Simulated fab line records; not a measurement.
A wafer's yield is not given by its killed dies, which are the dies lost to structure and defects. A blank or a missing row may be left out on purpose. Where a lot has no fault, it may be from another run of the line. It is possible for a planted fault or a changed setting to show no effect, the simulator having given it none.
fab line records / flow n5Finfet / part 2 of 2: steps 27 to 34 of 34
[record] lots = 5 wafers = 15 lastDay = 16
route steps=1938 shown BEOL_M2@900 BEOL_M3@931
lots that met no fault: taken from a fault-free run of the same line
startH: start of the lot's first displayed wafer, in hours after the record's first day / waitH: how many hours have passed since the lot's step before this one / " unchanged from the row above / L1.1+2: a single row standing in for several wafers / - no value present, or no start provided / * or withheld: withheld / < > ~ a bound
route shown NAME@n: names a module that has steps shown in the file, with the first one's number in the route / usual: mean/standard deviation of fault-free wafers / same: alike in all rows / chamber/n: place in a boat / sites: the reading at each site / _std_site: how widely they spread, as a standard deviation / _edge_site: inner sites' mean taken away from outer sites' mean / radiusMm: how far each site lies from the wafer's centre / mask NAME#n: copy n / behind: the most recent tool/chamber to have shaped the wafer / hold: the reason the lot was held/the length of the hold in hours/how it ended / device: transistor that didn't switch, given as n, p or np / end of line: tests run on the same wafers once the route is complete / a step given without rows: its recipe and nothing more / killed: the dies lost at the first sort to structure and to defects; this is not the yield of the wafer / map: shows each die of a wafer: x if killed, . if not, _ if none is there
set.NAME: setting as actually run; set.NAME@STEP: the setting as run at that earlier step / model.NAME: the simulator's own value behind a step, which no gauge read
certain route steps with their lots: each step a table, each wafer a row
services: from which hour (startH, from the record's first day; less than 0 if before it) a tool's chamber was out of use, for how many hours, and why
[[steps]]
[step N5_BEOL_M2_CO_CAP_55]
[recipe] material = Co targetThkA = 20 tempC = 200 precursor = CCTBA/H2 pressureTorr = 30 timeS = 102.1
[usual] heaterPowerW = 239/14
lot.wafer=L075.1 tool=cvdCo-02 chamber=0 startH=148.75 waitH=0.0 heaterPowerW=252 sinceWetCleanH=909
lot.wafer=L075.4 tool=cvdCo-02 chamber=0 startH=148.75 waitH=0.0 heaterPowerW=250 sinceWetCleanH=-
lot.wafer=L075.5 tool=cvdCo-02 chamber=1 startH=148.75 waitH=0.0 heaterPowerW=251 sinceWetCleanH=-
lot.wafer=L080.1 tool=cvdCo-02 chamber=0 startH=174.52 waitH=0.0 heaterPowerW=248 sinceWetCleanH=935
lot.wafer=L080.4 tool=cvdCo-02 chamber=0 startH=174.52 waitH=0.0 heaterPowerW=251 sinceWetCleanH=-
lot.wafer=L080.5 tool=cvdCo-02 chamber=1 startH=174.52 waitH=0.0 heaterPowerW=251 sinceWetCleanH=-
lot.wafer=L084.3 tool=cvdCo-02 chamber=1 startH=203.54 waitH=0.0 heaterPowerW=253 sinceWetCleanH=67
lot.wafer=L084.5 tool=cvdCo-02 chamber=1 startH=203.54 waitH=0.0 heaterPowerW=250 sinceWetCleanH=-
lot.wafer=L084.6 tool=cvdCo-02 chamber=2 startH=203.54 waitH=0.0 heaterPowerW=239 sinceWetCleanH=-
lot.wafer=L092.3 tool=cvdCo-01 chamber=0 startH=247.72 waitH=0.0 heaterPowerW=219 sinceWetCleanH=789
lot.wafer=L092.5 tool=cvdCo-01 chamber=1 startH=247.72 waitH=0.0 heaterPowerW=214 sinceWetCleanH=-
lot.wafer=L092.6 tool=cvdCo-01 chamber=2 startH=247.72 waitH=0.0 heaterPowerW=233 sinceWetCleanH=-
lot.wafer=L093.2 tool=cvdCo-01 chamber=0 startH=261.56 waitH=0.0 heaterPowerW=218 sinceWetCleanH=803
lot.wafer=L093.5 tool=cvdCo-01 chamber=1 startH=261.56 waitH=0.0 heaterPowerW=213 sinceWetCleanH=-
lot.wafer=L093.6 tool=cvdCo-01 chamber=0 startH=261.56 waitH=0.0 heaterPowerW=216 sinceWetCleanH=-
[step N5_BEOL_M2_PRE_CLEAN_56]
[recipe] gas = NH3 timeS = 15 tempC = withheld rfPowerW = 300
lot.wafer=L075.1 tool=pecvd-01 chamber=1 startH=148.84 waitH=0.1 sinceWetCleanH=1759
lot.wafer=L075.4 tool=pecvd-01 chamber=0 startH=148.84 waitH=0.1 sinceWetCleanH=-
lot.wafer=L075.5 tool=pecvd-01 chamber=1 startH=148.84 waitH=0.1 sinceWetCleanH=-
lot.wafer=L080.1 tool=pecvd-03 chamber=1 startH=174.61 waitH=0.1 sinceWetCleanH=1966
lot.wafer=L080.4 tool=pecvd-03 chamber=1 startH=174.61 waitH=0.1 sinceWetCleanH=-
lot.wafer=L080.5 tool=pecvd-03 chamber=0 startH=174.61 waitH=0.1 sinceWetCleanH=-
lot.wafer=L084.3 tool=pecvd-04 chamber=1 startH=203.63 waitH=0.1 sinceWetCleanH=1451
lot.wafer=L084.5 tool=pecvd-04 chamber=0 startH=203.63 waitH=0.1 sinceWetCleanH=-
lot.wafer=L084.6 tool=pecvd-04 chamber=2 startH=203.63 waitH=0.1 sinceWetCleanH=-
lot.wafer=L092.3 tool=pecvd-04 chamber=0 startH=247.83 waitH=0.1 sinceWetCleanH=-
lot.wafer=L092.5 tool=pecvd-04 chamber=1 startH=247.83 waitH=0.1 sinceWetCleanH=-
lot.wafer=L092.6 tool=pecvd-04 chamber=0 startH=247.83 waitH=0.1 sinceWetCleanH=-
lot.wafer=L093.2 tool=pecvd-01 chamber=2 startH=261.65 waitH=0.1 sinceWetCleanH=393
lot.wafer=L093.5 tool=pecvd-01 chamber=1 startH=261.65 waitH=0.1 sinceWetCleanH=-
lot.wafer=L093.6 tool=pecvd-01 chamber=2 startH=261.65 waitH=0.1 sinceWetCleanH=-
[step N5_BEOL_M2_DEP_57]
[recipe] material = SiCN targetThkA = 80 tempC = withheld precursor = 3MS/NH3 pressureTorr = 3 rfW = 202 timeS = 14
[usual] showerheadPlenumPTorr = 3.663/0.015 throttleValvePct = 9.1/0.41
lot.wafer=L075.1 tool=pecvd-01 chamber=1 startH=148.87 waitH=0.0 showerheadPlenumPTorr=3.665 sinceWetCleanH=1759 throttleValvePct=9.2
lot.wafer=L075.4 tool=pecvd-01 chamber=0 startH=148.87 waitH=0.0 showerheadPlenumPTorr=3.655 sinceWetCleanH=- throttleValvePct=8.9
lot.wafer=L075.5 tool=pecvd-01 chamber=1 startH=148.87 waitH=0.0 showerheadPlenumPTorr=3.675 sinceWetCleanH=- throttleValvePct=8.9
lot.wafer=L080.1 tool=pecvd-03 chamber=1 startH=174.63 waitH=0.0 showerheadPlenumPTorr=3.676 sinceWetCleanH=1966 throttleValvePct=9.6
lot.wafer=L080.4 tool=pecvd-03 chamber=1 startH=174.63 waitH=0.0 showerheadPlenumPTorr=3.680 sinceWetCleanH=- throttleValvePct=9.7
lot.wafer=L080.5 tool=pecvd-03 chamber=0 startH=174.63 waitH=0.0 showerheadPlenumPTorr=3.681 sinceWetCleanH=- throttleValvePct=8.8
lot.wafer=L084.3 tool=pecvd-04 chamber=1 startH=203.66 waitH=0.0 showerheadPlenumPTorr=3.654 sinceWetCleanH=1451 throttleValvePct=9.2
lot.wafer=L084.5 tool=pecvd-04 chamber=0 startH=203.66 waitH=0.0 showerheadPlenumPTorr=3.660 sinceWetCleanH=- throttleValvePct=9.9
lot.wafer=L084.6 tool=pecvd-04 chamber=2 startH=203.66 waitH=0.0 showerheadPlenumPTorr=3.660 sinceWetCleanH=- throttleValvePct=8.8
lot.wafer=L092.3 tool=pecvd-04 chamber=0 startH=247.87 waitH=0.0 showerheadPlenumPTorr=3.657 sinceWetCleanH=- throttleValvePct=9.9
lot.wafer=L092.5 tool=pecvd-04 chamber=1 startH=247.87 waitH=0.0 showerheadPlenumPTorr=3.651 sinceWetCleanH=- throttleValvePct=9.0
lot.wafer=L092.6 tool=pecvd-04 chamber=0 startH=247.87 waitH=0.0 showerheadPlenumPTorr=3.659 sinceWetCleanH=- throttleValvePct=9.6
lot.wafer=L093.2 tool=pecvd-01 chamber=2 startH=261.67 waitH=0.0 showerheadPlenumPTorr=3.674 sinceWetCleanH=393 throttleValvePct=8.6
lot.wafer=L093.5 tool=pecvd-01 chamber=1 startH=261.67 waitH=0.0 showerheadPlenumPTorr=3.676 sinceWetCleanH=- throttleValvePct=8.9
lot.wafer=L093.6 tool=pecvd-01 chamber=2 startH=261.67 waitH=0.0 showerheadPlenumPTorr=3.669 sinceWetCleanH=- throttleValvePct=8.6
[step N5_BEOL_M2_RS_MEAS_58]
[recipe] thkMeasGauge = four-point-probe reads = Co_of_BEOL_M2_CO_CAP_55+Cu_of_BEOL_M2_ECD_50+Co_of_BEOL_M2_CVD_47+TaN_of_BEOL_M2_ALD_84
[usual] M2_RS = 0.66/0.036
lot.wafer=L075.1 tool=filmMetro-01 chamber=- startH=148.94 waitH=0.0 M2_RS[ohm/sq]=0.64
lot.wafer=L075.4 tool=filmMetro-01 chamber=- startH=148.94 waitH=0.0 M2_RS[ohm/sq]=0.69
lot.wafer=L075.5 tool=filmMetro-01 chamber=- startH=148.94 waitH=0.0 M2_RS[ohm/sq]=0.68
lot.wafer=L080.1 tool=filmMetro-02 chamber=- startH=174.70 waitH=0.0 M2_RS[ohm/sq]=0.64
lot.wafer=L080.4 tool=filmMetro-02 chamber=- startH=174.70 waitH=0.0 M2_RS[ohm/sq]=0.66
lot.wafer=L080.5 tool=filmMetro-02 chamber=- startH=174.70 waitH=0.0 M2_RS[ohm/sq]=0.62
lot.wafer=L084.3 tool=filmMetro-01 chamber=- startH=203.73 waitH=0.1 M2_RS[ohm/sq]=0.71
lot.wafer=L084.5 tool=filmMetro-01 chamber=- startH=203.73 waitH=0.1 M2_RS[ohm/sq]=0.65
lot.wafer=L084.6 tool=filmMetro-01 chamber=- startH=203.73 waitH=0.1 M2_RS[ohm/sq]=0.66
lot.wafer=L092.3 tool=filmMetro-02 chamber=- startH=247.95 waitH=0.1 M2_RS[ohm/sq]=0.64
lot.wafer=L092.5 tool=filmMetro-02 chamber=- startH=247.95 waitH=0.1 M2_RS[ohm/sq]=0.63
lot.wafer=L092.6 tool=filmMetro-02 chamber=- startH=247.95 waitH=0.1 M2_RS[ohm/sq]=0.80
lot.wafer=L093.2 tool=filmMetro-02 chamber=- startH=261.74 waitH=0.1 M2_RS[ohm/sq]=0.67
lot.wafer=L093.5 tool=filmMetro-02 chamber=- startH=261.74 waitH=0.1 M2_RS[ohm/sq]=0.66
lot.wafer=L093.6 tool=filmMetro-02 chamber=- startH=261.74 waitH=0.1 M2_RS[ohm/sq]=0.70
[step N5_BEOL_M2_INSPECT_59]
[recipe] inspectInstrument = darkfield mode = postDep
[usual] rawDefectCount = 78/28
lot.wafer=L075.1 tool=defectInspect-01 chamber=- startH=148.96 waitH=0.0 rawDefectCount=73
lot.wafer=L075.4 tool=defectInspect-01 chamber=- startH=148.96 waitH=0.0 rawDefectCount=64
lot.wafer=L075.5 tool=defectInspect-01 chamber=- startH=148.96 waitH=0.0 rawDefectCount=61
lot.wafer=L080.1 tool=defectInspect-01 chamber=- startH=174.73 waitH=0.0 rawDefectCount=67
lot.wafer=L080.4 tool=defectInspect-01 chamber=- startH=174.73 waitH=0.0 rawDefectCount=49
lot.wafer=L080.5 tool=defectInspect-01 chamber=- startH=174.73 waitH=0.0 rawDefectCount=54
lot.wafer=L084.3 tool=defectInspect-01 chamber=- startH=203.75 waitH=0.0 rawDefectCount=115
lot.wafer=L084.5 tool=defectInspect-01 chamber=- startH=203.75 waitH=0.0 rawDefectCount=148
lot.wafer=L084.6 tool=defectInspect-01 chamber=- startH=203.75 waitH=0.0 rawDefectCount=94
lot.wafer=L092.3 tool=defectInspect-02 chamber=- startH=247.98 waitH=0.0 rawDefectCount=141
lot.wafer=L092.5 tool=defectInspect-02 chamber=- startH=247.98 waitH=0.0 rawDefectCount=153
lot.wafer=L092.6 tool=defectInspect-02 chamber=- startH=247.98 waitH=0.0 rawDefectCount=63
lot.wafer=L093.2 tool=defectInspect-01 chamber=- startH=261.77 waitH=0.0 rawDefectCount=73
lot.wafer=L093.5 tool=defectInspect-01 chamber=- startH=261.77 waitH=0.0 rawDefectCount=50
lot.wafer=L093.6 tool=defectInspect-01 chamber=- startH=261.77 waitH=0.0 rawDefectCount=56
[step N5_BEOL_M3_ILD_DEP_00]
[recipe] material = SiOC targetThkA = 790 tempC = 350 precursor = DEMS/O2 pressureTorr = 5 rfW = 500 timeS = 15.3
[usual] heaterPowerW = 495/44 showerheadPlenumPTorr = 5.687/0.013 throttleValvePct = 11.9/0.69
lot.wafer=L075.1 tool=pecvd-04 chamber=0 startH=149.00 waitH=0.0 heaterPowerW=415 showerheadPlenumPTorr=5.674 sinceWetCleanH=672 throttleValvePct=12.7
lot.wafer=L075.4 tool=pecvd-04 chamber=2 startH=149.00 waitH=0.0 heaterPowerW=455 showerheadPlenumPTorr=5.690 sinceWetCleanH=- throttleValvePct=11.7
lot.wafer=L075.5 tool=pecvd-04 chamber=0 startH=149.00 waitH=0.0 heaterPowerW=428 showerheadPlenumPTorr=5.691 sinceWetCleanH=- throttleValvePct=12.9
lot.wafer=L080.1 tool=pecvd-03 chamber=2 startH=174.76 waitH=0.0 heaterPowerW=496 showerheadPlenumPTorr=5.681 sinceWetCleanH=487 throttleValvePct=12.1
lot.wafer=L080.4 tool=pecvd-03 chamber=2 startH=174.76 waitH=0.0 heaterPowerW=508 showerheadPlenumPTorr=5.665 sinceWetCleanH=- throttleValvePct=11.9
lot.wafer=L080.5 tool=pecvd-03 chamber=1 startH=174.76 waitH=0.0 heaterPowerW=536 showerheadPlenumPTorr=5.695 sinceWetCleanH=- throttleValvePct=12.8
lot.wafer=L084.3 tool=pecvd-02 chamber=2 startH=203.81 waitH=0.1 heaterPowerW=487 showerheadPlenumPTorr=5.678 sinceWetCleanH=- throttleValvePct=10.7
lot.wafer=L084.5 tool=pecvd-02 chamber=2 startH=203.81 waitH=0.1 heaterPowerW=496 showerheadPlenumPTorr=5.694 sinceWetCleanH=- throttleValvePct=11.1
lot.wafer=L084.6 tool=pecvd-02 chamber=0 startH=203.81 waitH=0.1 heaterPowerW=533 showerheadPlenumPTorr=5.688 sinceWetCleanH=- throttleValvePct=11.3
lot.wafer=L092.3 tool=pecvd-02 chamber=2 startH=248.01 waitH=0.0 heaterPowerW=432 showerheadPlenumPTorr=5.687 sinceWetCleanH=198 throttleValvePct=10.8
lot.wafer=L092.5 tool=pecvd-02 chamber=2 startH=248.01 waitH=0.0 heaterPowerW=445 showerheadPlenumPTorr=5.685 sinceWetCleanH=- throttleValvePct=10.8
lot.wafer=L092.6 tool=pecvd-02 chamber=1 startH=248.01 waitH=0.0 heaterPowerW=588 showerheadPlenumPTorr=5.682 sinceWetCleanH=- throttleValvePct=12.3
lot.wafer=L093.2 tool=pecvd-04 chamber=2 startH=261.80 waitH=0.0 heaterPowerW=481 showerheadPlenumPTorr=5.677 sinceWetCleanH=1 throttleValvePct=10.9
lot.wafer=L093.5 tool=pecvd-04 chamber=2 startH=261.80 waitH=0.0 heaterPowerW=474 showerheadPlenumPTorr=5.690 sinceWetCleanH=- throttleValvePct=10.8
lot.wafer=L093.6 tool=pecvd-04 chamber=0 startH=261.80 waitH=0.0 heaterPowerW=468 showerheadPlenumPTorr=5.669 sinceWetCleanH=- throttleValvePct=13.0
[step N5_BEOL_M3_THK_MEAS_01]
[recipe] reads = SiOC_of_BEOL_M3_ILD_DEP_00
[usual] M3_ILD_THK = 78.9/1
lot.wafer=L075.1 tool=filmMetro-01 chamber=- startH=149.07 waitH=0.0 M3_ILD_THK[nm]=77.7
lot.wafer=L075.4 tool=filmMetro-01 chamber=- startH=149.07 waitH=0.0 M3_ILD_THK[nm]=79.9
lot.wafer=L075.5 tool=filmMetro-01 chamber=- startH=149.07 waitH=0.0 M3_ILD_THK[nm]=79.2
lot.wafer=L080.1 tool=filmMetro-01 chamber=- startH=174.83 waitH=0.0 M3_ILD_THK[nm]=78.9
lot.wafer=L080.4 tool=filmMetro-01 chamber=- startH=174.83 waitH=0.0 M3_ILD_THK[nm]=80.4
lot.wafer=L080.5 tool=filmMetro-01 chamber=- startH=174.83 waitH=0.0 M3_ILD_THK[nm]=79.8
lot.wafer=L084.3 tool=filmMetro-02 chamber=- startH=203.87 waitH=0.1 M3_ILD_THK[nm]=79.1
lot.wafer=L084.5 tool=filmMetro-02 chamber=- startH=203.87 waitH=0.1 M3_ILD_THK[nm]=79.4
lot.wafer=L084.6 tool=filmMetro-02 chamber=- startH=203.87 waitH=0.1 M3_ILD_THK[nm]=79.2
lot.wafer=L092.3 tool=filmMetro-02 chamber=- startH=248.08 waitH=0.1 M3_ILD_THK[nm]=78.6
lot.wafer=L092.5 tool=filmMetro-02 chamber=- startH=248.08 waitH=0.1 M3_ILD_THK[nm]=79.6
lot.wafer=L092.6 tool=filmMetro-02 chamber=- startH=248.08 waitH=0.1 M3_ILD_THK[nm]=78.9
lot.wafer=L093.2 tool=filmMetro-02 chamber=- startH=261.87 waitH=0.1 M3_ILD_THK[nm]=79.7
lot.wafer=L093.5 tool=filmMetro-02 chamber=- startH=261.87 waitH=0.1 M3_ILD_THK[nm]=80.4
lot.wafer=L093.6 tool=filmMetro-02 chamber=- startH=261.87 waitH=0.1 M3_ILD_THK[nm]=80.4
[step N5_BEOL_M3_PECVD_72]
[recipe] material = SiO2 targetThkA = 160 tempC = 400 precursor = TEOS/O2 pressureTorr = 5.5 rfW = 450 teosFlowSccm = 53.8 gas = O2 flowSccm = 3000 timeS = 18
[usual] heaterPowerW = 734/60 showerheadPlenumPTorr = 8.76/0.069 throttleValvePct = 22.3/1.3
lot.wafer=L075.1 tool=pecvd-02 chamber=1 startH=149.10 waitH=0.0 heaterPowerW=859 showerheadPlenumPTorr=8.72 sinceWetCleanH=1578 throttleValvePct=23.2
lot.wafer=L075.4 tool=pecvd-02 chamber=0 startH=149.10 waitH=0.0 heaterPowerW=714 showerheadPlenumPTorr=8.76 sinceWetCleanH=- throttleValvePct=21.5
lot.wafer=L075.5 tool=pecvd-02 chamber=2 startH=149.10 waitH=0.0 heaterPowerW=703 showerheadPlenumPTorr=8.69 sinceWetCleanH=- throttleValvePct=20.2
lot.wafer=L080.1 tool=pecvd-02 chamber=0 startH=174.87 waitH=0.0 heaterPowerW=771 showerheadPlenumPTorr=8.76 sinceWetCleanH=879 throttleValvePct=21.0
lot.wafer=L080.4 tool=pecvd-02 chamber=1 startH=174.87 waitH=0.0 heaterPowerW=812 showerheadPlenumPTorr=8.73 sinceWetCleanH=- throttleValvePct=23.3
lot.wafer=L080.5 tool=pecvd-02 chamber=0 startH=174.87 waitH=0.0 heaterPowerW=754 showerheadPlenumPTorr=8.75 sinceWetCleanH=- throttleValvePct=21.4
lot.wafer=L084.3 tool=pecvd-03 chamber=0 startH=203.91 waitH=0.0 heaterPowerW=794 showerheadPlenumPTorr=8.88 sinceWetCleanH=1270 throttleValvePct=21.9
lot.wafer=L084.5 tool=pecvd-03 chamber=1 startH=203.91 waitH=0.0 heaterPowerW=698 showerheadPlenumPTorr=8.85 sinceWetCleanH=- throttleValvePct=23.7
lot.wafer=L084.6 tool=pecvd-03 chamber=2 startH=203.91 waitH=0.0 heaterPowerW=742 showerheadPlenumPTorr=8.66 sinceWetCleanH=- throttleValvePct=22.5
lot.wafer=L092.3 tool=pecvd-03 chamber=0 startH=248.12 waitH=0.0 heaterPowerW=788 showerheadPlenumPTorr=8.86 sinceWetCleanH=1314 throttleValvePct=21.7
lot.wafer=L092.5 tool=pecvd-03 chamber=0 startH=248.12 waitH=0.0 heaterPowerW=776 showerheadPlenumPTorr=8.88 sinceWetCleanH=- throttleValvePct=22.0
lot.wafer=L092.6 tool=pecvd-03 chamber=1 startH=248.12 waitH=0.0 heaterPowerW=731 showerheadPlenumPTorr=8.85 sinceWetCleanH=- throttleValvePct=24.1
lot.wafer=L093.2 tool=pecvd-04 chamber=1 startH=261.91 waitH=0.0 heaterPowerW=703 showerheadPlenumPTorr=8.74 sinceWetCleanH=1510 throttleValvePct=22.6
lot.wafer=L093.5 tool=pecvd-04 chamber=0 startH=261.91 waitH=0.0 heaterPowerW=672 showerheadPlenumPTorr=8.75 sinceWetCleanH=- throttleValvePct=24.5
lot.wafer=L093.6 tool=pecvd-04 chamber=2 startH=261.91 waitH=0.0 heaterPowerW=703 showerheadPlenumPTorr=8.74 sinceWetCleanH=- throttleValvePct=20.3
[[services]]
tool=pecvd-02 chamber=2 startH=124.07 hours=2.3 kind=repair
tool=pvdSputter-01 chamber=- startH=129.27 hours=6.9 kind=repair
tool=ecdCu-02 chamber=- startH=131.93 hours=6.0 kind=pm
tool=cmp-03 chamber=- startH=152.68 hours=4.0 kind=pm
tool=cvdCo-02 chamber=- startH=154.10 hours=6.9 kind=pm
tool=pvdSputter-01 chamber=- startH=161.78 hours=0.8 kind=repair
tool=cmp-01 chamber=- startH=165.80 hours=0.3 kind=repair
tool=cvdCo-01 chamber=- startH=171.84 hours=39.5 kind=repair
tool=aldMetal-04 chamber=- startH=181.93 hours=6.0 kind=pm
tool=cmp-01 chamber=- startH=182.22 hours=4.0 kind=pm
tool=cmp-01 chamber=- startH=186.22 hours=4.1 kind=pm
tool=cmp-03 chamber=- startH=192.87 hours=3.3 kind=repair
tool=pecvd-02 chamber=1 startH=195.84 hours=18.6 kind=repair
tool=pecvd-01 chamber=1 startH=216.41 hours=5.0 kind=repair
tool=cmp-02 chamber=- startH=220.16 hours=4.0 kind=pm
tool=aldMetal-04 chamber=- startH=225.09 hours=1.3 kind=repair
tool=aldMetal-01 chamber=0 startH=234.92 hours=2.9 kind=repair
tool=aldMetal-04 chamber=1 startH=236.48 hours=6.2 kind=repair
tool=ecdCu-02 chamber=- startH=237.28 hours=4.0 kind=repair
tool=cmp-01 chamber=- startH=238.83 hours=2.8 kind=repair
tool=cmp-02 chamber=- startH=243.49 hours=2.6 kind=repair
tool=cmp-03 chamber=- startH=250.71 hours=4.4 kind=repair
tool=pecvd-03 chamber=- startH=254.60 hours=0.9 kind=repair
tool=pecvd-04 chamber=1 startH=258.07 hours=2.8 kind=repair
